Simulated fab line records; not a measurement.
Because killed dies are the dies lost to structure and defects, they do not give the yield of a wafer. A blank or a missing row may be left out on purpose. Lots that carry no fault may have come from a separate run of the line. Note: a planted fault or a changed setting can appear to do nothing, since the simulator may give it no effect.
fab line records	flow n5_finfet	part 2 of 2: steps 5 to 6 of 6
[record] lots = 24	wafers = 72	last_day = 18
route steps=1938 shown BEOL_M3@980 BEOL_M4@1021
lots with no fault: from the same line, run without faults
start_h: the number of hours between the record's first day and the start of the first shown wafer of the lot	wait_h: hours since the lot's step before	" unchanged from the row above	L1.1+2: several wafers, shown together as one row	- no value, or no start was given	* or withheld: withheld	< > ~ a bound
route shown NAME@n: NAME is a module with steps in the file, n the number in the route of the first one	usual: mean and standard deviation over wafers with no fault	same: alike in all rows	chamber/n: place in a boat	sites: the reading at each site	_std_site: how widely they spread, as a standard deviation	_edge_site: outer sites' mean less inner sites'	radius_mm: how far each site lies from the wafer's centre	mask NAME#n: copy n	behind: the tool/chamber that last shaped the wafer	hold: why the lot went on hold/how many hours it stayed there/how the hold came to an end	device: which transistor (n, p or np) failed to switch	end of line: the route-end tests of the same wafers	step lacking rows: just its recipe	killed: dies lost to structure and defects at the first sort, not the wafer's yield	map: per-die view of a wafer (x killed, . not killed, _ where there is no die)
set.NAME: setting as actually run; set.NAME@STEP: the setting as run at that earlier step	model.NAME: the simulator's own value behind a step, which no gauge read
the route's steps for a sample of lots (tables are steps, rows are wafers)
services: when a tool's chamber went out of use (start_h, in hours from the record's first day, below 0 if earlier), for how many hours, and the reason
[[steps]]
[step N5_BEOL_M3_ANNEAL_51]
[recipe] temp_c = 225	time_s = 90	ambient = N2
[usual] anneal_temp_c = 224.97/0.16	wafer_temp_C_max = 225.79/0.25
lot.wafer	tool	chamber	start_h	wait_h	anneal_temp_c	wafer_temp_C_max
L074.2	rtp_anneal-01	0	150.56	0.1	225.12	225.76
L074.3	"	0	"	"	224.98	225.82
L074.6	"	0	"	"	224.98	225.63
L075.1	rtp_anneal-01	0	151.36	0.1	225.12	226.19
L075.2	"	0	"	"	224.97	226.03
L075.3	"	0	"	"	224.99	226.08
L076.1	rtp_anneal-02	0	163.48	0.1	224.70	225.64
L076.3	"	0	"	"	225.02	225.34
L076.4	"	0	"	"	224.80	225.61
L077.2	rtp_anneal-01	0	164.03	0.3	224.98	225.92
L077.3	"	0	"	"	225.08	225.88
L077.4	"	0	"	"	225.08	225.76
L078.1	rtp_anneal-02	0	178.00	0.1	225.01	225.57
L078.2	"	0	"	"	224.82	225.67
L078.5	"	0	"	"	225.34	225.63
L080.1	rtp_anneal-02	0	181.13	0.1	225.15	225.52
L080.3	"	0	"	"	225.03	225.56
L080.5	"	0	"	"	224.81	225.68
L079.2	rtp_anneal-02	0	182.45	0.1	225.21	225.46
L079.4	"	0	"	"	225.08	225.83
L079.5	"	0	"	"	225.09	225.47
L081.2	rtp_anneal-01	0	187.13	0.1	224.86	225.70
L081.3	"	0	"	"	224.83	225.70
L081.6	"	0	"	"	224.94	225.92
L082.3	rtp_anneal-01	0	194.05	0.2	224.83	225.50
L082.4	"	0	"	"	224.99	226.30
L082.5	"	0	"	"	224.84	225.79
L083.3	rtp_anneal-01	0	202.21	0.2	225.13	226.08
L083.5	"	0	"	"	224.80	225.83
L083.6	"	0	"	"	224.99	225.65
L084.2	rtp_anneal-01	0	217.96	0.1	225.14	225.99
L084.5	"	0	"	"	225.02	226.01
L084.6	"	0	"	"	225.08	225.92
L086.1	rtp_anneal-01	0	218.45	0.1	224.84	225.99
L086.3	"	0	"	"	225.16	225.77
L086.5	"	0	"	"	224.97	225.50
L085.3	rtp_anneal-01	0	224.17	0.1	224.86	226.21
L085.4	"	0	"	"	224.89	226.18
L085.6	"	0	"	"	224.70	225.97
L087.2	rtp_anneal-02	0	228.83	0.1	224.99	225.62
L087.4	"	0	"	"	224.97	225.82
L087.5	"	0	"	"	225.01	225.65
L088.1	rtp_anneal-01	0	231.25	0.1	224.75	226.20
L088.2	"	0	"	"	224.96	226.08
L088.4	"	0	"	"	224.78	226.33
L089.1	rtp_anneal-02	0	243.07	0.1	225.03	225.42
L089.5	"	0	"	"	225.29	225.36
L089.6	"	0	"	"	225.21	225.58
L090.3	rtp_anneal-02	0	246.86	0.1	224.80	225.73
L090.5	"	0	"	"	225.32	225.87
L090.6	"	0	"	"	225.13	225.78
L091.1	rtp_anneal-01	0	247.12	0.1	224.60	225.54
L091.4	"	0	"	"	225.01	226.11
L091.5	"	0	"	"	224.99	225.90
L093.2	rtp_anneal-02	0	267.43	0.1	224.86	225.78
L093.3	"	0	"	"	224.76	225.43
L093.4	"	0	"	"	224.61	225.39
L092.4	rtp_anneal-02	0	272.84	0.2	224.96	225.85
L092.5	"	0	"	"	225.06	225.40
L092.6	"	0	"	"	224.92	225.52
L094.1	rtp_anneal-02	0	274.87	0.1	224.89	225.59
L094.4	"	0	"	"	224.63	225.45
L094.5	"	0	"	"	224.70	225.55
L095.2	rtp_anneal-01	0	290.52	0.1	224.89	226.10
L095.4	"	0	"	"	224.97	225.93
L095.6	"	0	"	"	224.82	226.26
L096.1	rtp_anneal-02	0	301.17	0.1	224.89	225.63
L096.5	"	0	"	"	225.23	225.49
L096.6	"	0	"	"	225.28	225.72
L097.1	rtp_anneal-01	0	301.99	0.1	224.89	226.10
L097.3	"	0	"	"	225.03	225.73
L097.5	"	0	"	"	224.79	225.87
[step N5_BEOL_M4_ILD_DEP_00]
[recipe] material = SiOC	target_thk_a = 790	temp_c = 350	precursor = DEMS/O2	pressure_torr = 5	rf_w = 500	time_s = 15.3
[usual] heater_power_outer_w = 261/36	heater_power_w = 477/64	showerhead_plenum_p_Torr = 5.696/0.014	throttle_valve_pct = 12.2/0.46
lot.wafer	tool	chamber	start_h	wait_h	heater_power_outer_w	heater_power_w	showerhead_plenum_p_Torr	throttle_valve_pct
L074.2	pecvd-04	2	151.43	0.0	260	519	5.686	11.9
L074.3	"	0	"	"	197	392	5.692	12.3
L074.6	"	2	"	"	254	527	5.662	11.8
L075.1	pecvd-03	2	152.27	0.0	256	419	5.691	11.8
L075.2	"	0	"	"	244	429	5.703	13.2
L075.3	"	1	"	"	241	471	5.689	12.0
L076.1	pecvd-03	2	164.40	0.0	218	364	5.711	11.9
L076.3	"	0	"	"	239	426	5.695	13.2
L076.4	"	2	"	"	224	379	5.712	11.9
L077.2	pecvd-03	1	165.03	0.0	288	541	5.718	11.9
L077.3	"	0	"	"	263	439	5.700	13.2
L077.4	"	0	"	"	254	447	5.703	13.0
L078.1	pecvd-04	0	178.92	0.0	231	425	5.684	12.3
L078.2	"	2	"	"	273	543	5.674	11.9
L078.5	"	1	"	"	326	535	5.693	12.2
L080.1	pecvd-03	0	182.06	0.0	243	435	5.714	13.1
L080.3	"	1	"	"	264	519	5.717	11.9
L080.5	"	0	"	"	251	450	5.702	13.5
L079.2	pecvd-04	1	183.32	0.0	294	498	5.688	12.2
L079.4	"	0	"	"	230	421	5.676	12.4
L079.5	"	2	"	"	269	532	5.677	12.1
L081.2	pecvd-04	2	189.00	0.0	300	562	5.666	12.1
L081.3	"	0	"	"	258	465	5.694	12.4
L081.6	"	1	"	"	297	523	5.673	12.0
L082.3	pecvd-02	2	194.88	0.0	271	467	5.701	11.9
L082.4	"	1	"	"	175	363	5.706	11.4
L082.5	"	2	"	"	274	457	5.689	11.7
L083.3	pecvd-04	1	203.05	0.0	298	526	5.702	12.3
L083.5	"	1	"	"	299	516	5.711	12.3
L083.6	"	2	"	"	301	588	5.681	12.2
L084.2	pecvd-04	0	218.85	0.0	214	405	5.702	12.3
L084.5	"	1	"	"	323	550	5.693	11.8
L084.6	"	2	"	"	308	575	5.666	12.0
L086.1	pecvd-04	1	219.38	0.0	281	485	5.687	12.2
L086.3	"	0	"	"	224	424	5.678	12.4
L086.5	"	0	"	"	225	426	5.701	12.5
L085.3	pecvd-03	1	225.01	0.0	254	484	5.717	11.8
L085.4	"	1	"	"	255	484	5.707	11.8
L085.6	"	2	"	"	262	428	5.711	11.8
L087.2	pecvd-04	1	229.74	0.0	258	474	5.691	12.1
L087.4	"	0	"	"	250	453	5.673	12.3
L087.5	"	1	"	"	269	462	5.711	12.1
L088.1	pecvd-03	2	232.16	0.0	242	413	5.698	11.7
L088.2	"	0	"	"	238	435	5.715	13.3
L088.4	"	0	"	"	241	445	5.709	13.1
L089.1	pecvd-03	2	244.03	0.0	225	376	5.699	11.9
L089.5	"	1	"	"	228	448	5.711	12.1
L089.6	"	2	"	"	224	382	5.693	12.0
L090.3	pecvd-04	1	247.87	0.1	301	510	5.706	12.2
L090.5	"	1	"	"	298	526	5.685	12.2
L090.6	"	0	"	"	237	442	5.686	12.4
L091.1	pecvd-02	1	248.07	0.0	249	457	5.705	11.7
L091.4	"	0	"	"	317	609	5.698	12.1
L091.5	"	2	"	"	235	430	5.691	11.7
L093.2	pecvd-02	1	268.30	0.0	197	393	5.691	11.5
L093.3	"	2	"	"	274	488	5.688	11.7
L093.4	"	0	"	"	291	543	5.714	12.6
L092.4	pecvd-03	0	273.66	0.1	219	411	5.702	13.4
L092.5	"	1	"	"	301	549	5.688	11.9
L092.6	"	2	"	"	246	410	5.714	12.2
L094.1	pecvd-02	2	275.78	0.0	308	521	5.688	11.9
L094.4	"	0	"	"	302	568	5.714	12.3
L094.5	"	1	"	"	203	393	5.709	11.6
L095.2	pecvd-04	2	291.41	0.0	254	508	5.679	12.1
L095.4	"	1	"	"	308	551	5.678	12.1
L095.6	"	2	"	"	257	524	5.676	12.2
L096.1	pecvd-02	1	302.09	0.0	188	383	5.723	11.5
L096.5	"	2	"	"	264	458	5.689	11.8
L096.6	"	1	"	"	185	390	5.695	11.7
L097.1	pecvd-04	0	302.93	0.0	256	466	5.693	12.6
L097.3	"	2	"	"	297	579	5.678	12.2
L097.5	"	2	"	"	303	582	5.681	11.9
[[services]]
tool	chamber	start_h	hours	kind
rie_diel-05	0	149.24	2.4	repair
rie_diel-04	0	150.26	5.2	repair
pecvd-02	2	152.88	5.5	scheduled_down
pecvd-04	-	154.32	2.8	pm
rie_diel-04	2	155.76	-	clean
rie_diel-04	2	155.76	-	consumable_replace:esc
rie_diel-04	2	155.76	-	consumable_replace:focus_ring
rie_diel-04	2	155.76	18.5	scheduled_down
rie_diel-04	2	155.76	18.5	vent_cycle
pecvd-02	0	158.34	4.6	scheduled_down
pecvd-02	1	173.68	2.1	scheduled_down
rie_diel-06	1	175.19	8.7	repair
pecvd-04	0	190.36	5.5	scheduled_down
rie_diel-06	0	208.32	-	clean
rie_diel-06	0	208.32	-	consumable_replace:focus_ring
rie_diel-06	0	208.32	17.7	scheduled_down
rie_diel-06	0	208.32	17.7	vent_cycle
pecvd-04	2	234.50	16.5	scheduled_down
rie_diel-04	1	244.83	-	clean
rie_diel-04	1	244.83	-	consumable_replace:focus_ring
rie_diel-04	1	244.83	22.6	scheduled_down
rie_diel-04	1	244.83	22.6	vent_cycle
pecvd-03	-	254.41	2.8	pm
rie_diel-04	-	284.96	14.6	pm
